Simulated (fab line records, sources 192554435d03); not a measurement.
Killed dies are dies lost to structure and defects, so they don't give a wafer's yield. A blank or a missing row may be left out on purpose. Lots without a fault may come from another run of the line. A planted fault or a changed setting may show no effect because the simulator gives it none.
Which tool did it? | flow n5_finfet | 24 lots, 72 wafers sampled, at 5 steps of a route of 1938

WHAT THE GAUGES READ, wafer by wafer
N5_SDB_THK_MEAS_31.
lot  | measured    | on            | SDB_THK (nm)
L074 | day 3 22:58 | film_metro-01 | 64.1 63.2 63.8
L075 | day 4 06:33 | film_metro-01 | 63.2 64.4 63.8
L076 | day 4 09:11 | film_metro-02 | 63.8 63.8 63.9
L077 | day 4 19:35 | film_metro-01 | 63.5 65.8 64.4
L079 | day 5 03:47 | film_metro-01 | 62.5 64.3 63.1
L078 | day 5 06:10 | film_metro-02 | 63.6 63.6 63.6
L080 | day 5 13:17 | film_metro-02 | 65.1 61.8 63.5
L081 | day 5 19:13 | film_metro-01 | 63.9 64.5 63.2
L082 | day 6 04:08 | film_metro-01 | 64.0 63.8 64.4
L083 | day 6 05:26 | film_metro-02 | 64.5 64.9 65.0
L084 | day 6 12:52 | film_metro-01 | 64.0 64.5 64.0
L085 | day 6 18:44 | film_metro-02 | 63.4 64.0 64.0
L086 | day 7 04:16 | film_metro-02 | 64.6 63.3 64.7
L087 | day 7 05:23 | film_metro-01 | 64.2 63.0 64.8
L088 | day 7 13:08 | film_metro-01 | 63.4 63.0 63.9
L089 | day 7 18:10 | film_metro-01 | 64.3 64.4 65.1
L090 | day 8 03:05 | film_metro-01 | 65.1 64.5 64.9
L091 | day 8 06:47 | film_metro-01 | 64.5 64.6 63.9
L092 | day 8 11:11 | film_metro-02 | 64.6 64.2 65.2
L093 | day 8 21:37 | film_metro-02 | 63.7 62.8 63.2
L094 | day 8 23:19 | film_metro-01 | 62.0 64.1 64.5
L095 | day 9 08:32 | film_metro-01 | 65.3 64.7 66.0
L096 | day 9 12:01 | film_metro-02 | 65.0 64.5 63.4
L097 | day 9 18:39 | film_metro-01 | 63.2 62.3 63.1

N5_HKMG_FIN_OVL_MEAS_50.
lot  | measured    | on         | NDIPOLE_OVL (nm)
L074 | day 4 00:34 | overlay-02 | 0.2 0.0 0.3
L075 | day 4 08:37 | overlay-01 | 2.2 -0.8 1.4
L076 | day 4 11:08 | overlay-02 | 0.4 1.3 1.8
L077 | day 4 21:24 | overlay-02 | 0.3 1.2 1.7
L079 | day 5 05:37 | overlay-02 | 0.8 0.9 0.1
L078 | day 5 07:55 | overlay-02 | -0.3 0.0 0.2
L080 | day 5 14:56 | overlay-02 | -0.2 -0.9 -0.8
L081 | day 5 20:56 | overlay-01 | -0.2 -0.9 0.2
L082 | day 6 05:51 | overlay-02 | 0.7 1.0 0.5
L083 | day 6 07:11 | overlay-01 | -0.5 -0.3 0.5
L084 | day 6 14:34 | overlay-01 | 1.9 1.3 2.1
L085 | day 6 20:48 | overlay-01 | -0.3 -0.5 -0.9
L086 | day 7 05:44 | overlay-02 | -1.8 -0.8 -1.2
L087 | day 7 06:58 | overlay-01 | -0.6 1.1 -0.8
L088 | day 7 15:04 | overlay-01 | 1.7 1.5 -0.8
L089 | day 7 19:47 | overlay-02 | 1.0 0.6 0.5
L090 | day 8 04:41 | overlay-02 | -0.3 0.1 -0.9
L091 | day 8 08:28 | overlay-01 | 0.2 0.4 0.8
L092 | day 8 13:13 | overlay-02 | -0.7 -1.0 -0.6
L093 | day 8 23:06 | overlay-02 | 1.1 0.1 1.5
L094 | day 9 00:55 | overlay-01 | 0.9 0.7 -0.2
L095 | day 9 10:20 | overlay-02 | -0.3 -1.0 -0.6
L096 | day 9 13:37 | overlay-02 | 1.0 -0.1 -0.2
L097 | day 9 20:19 | overlay-02 | -1.4 -0.7 -1.1

WHICH TOOL RAN EACH LOT (tool, then ch and the chambers of the sampled wafers, then the start)
lot  | N5_SD_EPI_P_ETCH_16               | N5_ILD0_CMP_03               | N5_HKMG_FIN_HK_ANNEAL_02
L074 | rie_diel-04 ch 1,2,3, day 3 07:16 | cmp-02 ch 0,3, day 3 14:02   | rtp_anneal-01 ch 0, day 3 23:50
L075 | rie_diel-04 ch 2,3, day 3 15:19   | cmp-03 ch 0,1,3, day 3 22:28 | rtp_anneal-02 ch 0, day 4 07:50
L076 | rie_diel-04 ch 0,1,3, day 3 18:29 | cmp-02 ch 0,1,3, day 4 00:51 | rtp_anneal-02 ch 0, day 4 10:31
L077 | rie_diel-02 ch 0,1,3, day 4 04:21 | cmp-01 ch 0,1,3, day 4 11:26 | rtp_anneal-01 ch 0, day 4 20:44
L079 | rie_diel-04 ch 0,2,3, day 4 12:47 | cmp-02 ch 0,1,3, day 4 19:13 | rtp_anneal-01 ch 0, day 5 04:41
L078 | rie_diel-01 ch 0,1,2, day 4 14:04 | cmp-03 ch 1,2, day 4 20:25   | rtp_anneal-02 ch 0, day 5 07:15
L080 | rie_diel-04 ch 0,1,3, day 4 21:29 | cmp-02 ch 1,2,3, day 5 04:26 | rtp_anneal-02 ch 0, day 5 14:16
L081 | rie_diel-02 ch 0, day 5 04:37     | cmp-01 ch 1,2,3, day 5 10:58 | rtp_anneal-01 ch 0, day 5 20:08
L082 | rie_diel-01 ch 2,3, day 5 10:53   | cmp-02 ch 0,3, day 5 17:35   | rtp_anneal-02 ch 0, day 6 05:04
L083 | rie_diel-01 ch 0,1,2, day 5 11:34 | cmp-01 ch 0,1,3, day 5 17:51 | rtp_anneal-02 ch 0, day 6 06:24
L084 | rie_diel-01 ch 1,2,3, day 5 18:58 | cmp-03 ch 0,2,3, day 6 01:51 | rtp_anneal-02 ch 0, day 6 13:54
L085 | rie_diel-02 ch 0,2, day 6 03:06   | cmp-02 ch 0,1, day 6 09:33   | rtp_anneal-01 ch 0, day 6 20:04
L086 | rie_diel-02 ch 0,2,3, day 6 12:17 | cmp-03 ch 0,1, day 6 18:45   | rtp_anneal-01 ch 0, day 7 05:09
L087 | rie_diel-01 ch 1,3, day 6 14:22   | cmp-02 ch 1,2,3, day 6 20:42 | rtp_anneal-02 ch 0, day 7 06:11
L088 | rie_diel-02 ch 0,2,3, day 6 21:07 | cmp-02 ch 1,3, day 7 03:27   | rtp_anneal-02 ch 0, day 7 14:18
L089 | rie_diel-01 ch 0,3, day 6 23:16   | cmp-03 ch 1,2,3, day 7 07:38 | rtp_anneal-01 ch 0, day 7 18:58
L090 | rie_diel-01 ch 1,2,3, day 7 09:37 | cmp-02 ch 0,1,2, day 7 15:58 | rtp_anneal-02 ch 0, day 8 03:53
L091 | rie_diel-04 ch 0,2, day 7 14:28   | cmp-03 ch 0,2, day 7 20:44   | rtp_anneal-02 ch 0, day 8 07:41
L092 | rie_diel-04 ch 0,1,2, day 7 20:37 | cmp-01 ch 0,2,3, day 8 02:53 | rtp_anneal-01 ch 0, day 8 12:32
L093 | rie_diel-01 ch 1,2,3, day 8 05:57 | cmp-02 ch 2,3, day 8 13:24   | rtp_anneal-02 ch 0, day 8 22:29
L094 | rie_diel-02 ch 0,1,2, day 8 07:53 | cmp-03 ch 0,1, day 8 14:11   | rtp_anneal-02 ch 0, day 9 00:07
L095 | rie_diel-01 ch 0,1,2, day 8 16:46 | cmp-03 ch 2,3, day 9 00:20   | rtp_anneal-02 ch 0, day 9 09:34
L096 | rie_diel-04 ch 0,1,2, day 8 21:00 | cmp-03 ch 1,2,3, day 9 03:38 | rtp_anneal-02 ch 0, day 9 12:57
L097 | rie_diel-02 ch 1,3, day 9 03:26   | cmp-02 ch 1,3, day 9 10:05   | rtp_anneal-01 ch 0, day 9 19:31
- N5_SD_EPI_P_ETCH_16: etches SiO2 in CHF3/O2, target depth 5 nm.
- N5_ILD0_CMP_03: polishes, stops on SiNx, t overpolish 1.9 s, target thk 197.38 nm.
- N5_HKMG_FIN_HK_ANNEAL_02: time 30 s.

WHAT THE TOOLS THEMSELVES READ (means of the sampled wafers that have a number; where no wafer has one, the mark that the record gives instead)
N5_SD_EPI_P_ETCH_16.
lot  | tool        | CHF3_flow_sccm (sccm) | bias_w (W) | drypump_motor_current_A (A) | oes_product_au (a.u.) | rf_vpp_V (V) | showerhead_plenum_p_Torr (Torr) | throttle_valve_pct (%)
L074 | rie_diel-04 | 50.00                 | 170.1      | 5.3                         | 0.80                  | 520          | 2.39                            | 18.86
L075 | rie_diel-04 | 50.22                 | 169.7      | 5.3                         | 0.72                  | 524          | 2.36                            | 18.82
L076 | rie_diel-04 | 50.06                 | 170.3      | 5.1                         | 0.78                  | 522          | 2.38                            | 18.87
L077 | rie_diel-02 | 49.98                 | 170.6      | 5.8                         | 0.72                  | 520          | 2.43                            | 18.99
L079 | rie_diel-04 | 50.13                 | 169.9      | 5.2                         | 0.74                  | 523          | 2.43                            | 18.83
L078 | rie_diel-01 | 49.91                 | 169.8      | 5.7                         | 0.84                  | 520          | 2.41                            | 18.71
L080 | rie_diel-04 | 50.20                 | 170.1      | 5.1                         | 0.78                  | 522          | 2.38                            | 18.88
L081 | rie_diel-02 | 50.04                 | 169.6      | 5.8                         | 0.73                  | 520          | 2.50                            | 19.02
L082 | rie_diel-01 | 49.98                 | 170.5      | 5.3                         | 0.76                  | 528          | 2.38                            | 18.76
L083 | rie_diel-01 | 49.87                 | 170.5      | 5.7                         | 0.84                  | 520          | 2.41                            | 18.73
L084 | rie_diel-01 | 49.92                 | 170.1      | 5.5                         | 0.78                  | 524          | 2.38                            | 18.88
L085 | rie_diel-02 | 50.21                 | 170.3      | 5.9                         | 0.76                  | 523          | 2.39                            | 18.91
L086 | rie_diel-02 | 49.87                 | 170.0      | 5.9                         | 0.73                  | 521          | 2.43                            | 18.95
L087 | rie_diel-01 | 49.83                 | 170.1      | 5.6                         | 0.71                  | 524          | 2.39                            | 19.18
L088 | rie_diel-02 | 50.08                 | 170.4      | 5.9                         | 0.73                  | 521          | 2.43                            | 18.96
L089 | rie_diel-01 | 49.99                 | 170.4      | 5.7                         | 0.79                  | 519          | 2.42                            | 18.64
L090 | rie_diel-01 | 50.01                 | 169.9      | 5.5                         | 0.76                  | 525          | 2.38                            | 18.91
L091 | rie_diel-04 | 50.10                 | 170.2      | 5.1                         | 0.75                  | 524          | 2.49                            | 18.86
L092 | rie_diel-04 | 50.07                 | 170.7      | 5.2                         | 0.79                  | 522          | 2.44                            | 18.91
L093 | rie_diel-01 | 50.03                 | 170.1      | 5.5                         | 0.75                  | 524          | 2.38                            | 18.92
L094 | rie_diel-02 | 50.08                 | 170.1      | 5.8                         | 0.79                  | 524          | 2.46                            | 18.89
L095 | rie_diel-01 | 49.99                 | 170.1      | 5.7                         | 0.80                  | 519          | 2.40                            | 18.78
L096 | rie_diel-04 | 49.94                 | 169.4      | 5.2                         | 0.78                  | 521          | 2.44                            | 18.91
L097 | rie_diel-02 | 50.04                 | 170.6      | 5.8                         | 0.87                  | 524          | 2.54                            | 18.80

N5_ILD0_CMP_03.
lot  | tool   | edge_zone_pressure_frac | motor_current_A (A) | overpolish_run_s (s) | slurry_filter_dp_kPa (kPa) | time_to_endpoint_s (s)
L074 | cmp-02 | 1.004                   | 11.9                | 1.899                | 13.39                      | 70
L075 | cmp-03 | 0.998                   | 12.8                | 1.909                | 13.62                      | 72
L076 | cmp-02 | 0.998                   | 12.4                | 1.894                | 13.41                      | 63
L077 | cmp-01 | 1.001                   | 12.9                | 1.907                | 13.46                      | 77
L079 | cmp-02 | 1.000                   | 12.2                | 1.899                | 13.36                      | 68
L078 | cmp-03 | 1.002                   | 12.0                | 1.904                | 13.66                      | 74
L080 | cmp-02 | 1.001                   | 12.4                | 1.901                | 13.48                      | 73
L081 | cmp-01 | 0.999                   | 13.0                | 1.909                | 13.51                      | 74
L082 | cmp-02 | 0.999                   | 12.8                | 1.900                | 13.47                      | 69
L083 | cmp-01 | 1.000                   | 12.5                | 1.895                | 13.53                      | 71
L084 | cmp-03 | 1.003                   | 12.1                | 1.892                | 13.56                      | 74
L085 | cmp-02 | 1.002                   | 12.8                | 1.910                | 13.53                      | 66
L086 | cmp-03 | 0.998                   | 13.0                | 1.893                | 13.58                      | 74
L087 | cmp-02 | 1.002                   | 11.8                | 1.898                | 13.52                      | 68
L088 | cmp-02 | 1.006                   | 12.0                | 1.903                | 13.58                      | 69
L089 | cmp-03 | 1.003                   | 12.6                | 1.904                | 13.51                      | 71
L090 | cmp-02 | 0.995                   | 13.0                | 1.901                | 13.47                      | 71
L091 | cmp-03 | 0.999                   | 11.0                | 1.890                | 13.40                      | 74
L092 | cmp-01 | 1.007                   | 13.3                | 1.891                | 13.50                      | 63
L093 | cmp-02 | 1.008                   | 11.6                | 1.893                | 13.34                      | 72
L094 | cmp-03 | 1.000                   | 12.4                | 1.898                | 13.47                      | 75
L095 | cmp-03 | 1.004                   | 12.4                | 1.898                | 13.57                      | 73
L096 | cmp-03 | 0.999                   | 12.7                | 1.898                | 13.60                      | 78
L097 | cmp-02 | 1.001                   | 11.9                | 1.899                | 13.53                      | 68

N5_HKMG_FIN_HK_ANNEAL_02.
lot  | tool          | lamp_power_pct (%) | wafer_temp_C_max
L074 | rtp_anneal-01 | 8.76               | 703.2
L075 | rtp_anneal-02 | 8.85               | 703.2
L076 | rtp_anneal-02 | 8.79               | 703.3
L077 | rtp_anneal-01 | 8.76               | 703.4
L079 | rtp_anneal-01 | 8.82               | 703.1
L078 | rtp_anneal-02 | 8.84               | 703.3
L080 | rtp_anneal-02 | 8.81               | 703.2
L081 | rtp_anneal-01 | 8.82               | 702.8
L082 | rtp_anneal-02 | 8.82               | 703.0
L083 | rtp_anneal-02 | 8.84               | 702.3
L084 | rtp_anneal-02 | 8.83               | 702.7
L085 | rtp_anneal-01 | 8.76               | 703.4
L086 | rtp_anneal-01 | 8.80               | 702.8
L087 | rtp_anneal-02 | 8.78               | 702.3
L088 | rtp_anneal-02 | 8.78               | 702.7
L089 | rtp_anneal-01 | 8.77               | 702.6
L090 | rtp_anneal-02 | 8.80               | 702.7
L091 | rtp_anneal-02 | 8.83               | 702.6
L092 | rtp_anneal-01 | 8.81               | 703.0
L093 | rtp_anneal-02 | 8.75               | 703.4
L094 | rtp_anneal-02 | 8.90               | 702.9
L095 | rtp_anneal-02 | 8.76               | 703.0
L096 | rtp_anneal-02 | 8.81               | 702.8
L097 | rtp_anneal-01 | 8.74               | 703.2

THE ANSWER, worked out from the rows above alone
Rule: what is usual is taken from the lots themselves. Put in order of their means at a reading, lots are off if they are a third of the lots or fewer, leave a main group of 4 or more, and stand apart from it by a gap of 3 or more times the standard deviation of the main group's means; of several such gaps the widest counts. A main group whose means are all the same, to the digits that the tables above print for the reading, isn't used. A lot without any number at a reading at which 4 lots or more have one is off too. The other lots that the step has rows for count as sound. The gauges are gone through in route order, then the tools' own readings, and for those a lot's mean is taken as printed above. The first step at which some lot is off is used, and at that step the reading that is off furthest; a lot without a number counts as furthest.
No lot is off at any reading shown: from this, nothing can be told.

WHAT THE SIMULATOR HAD PUT IN
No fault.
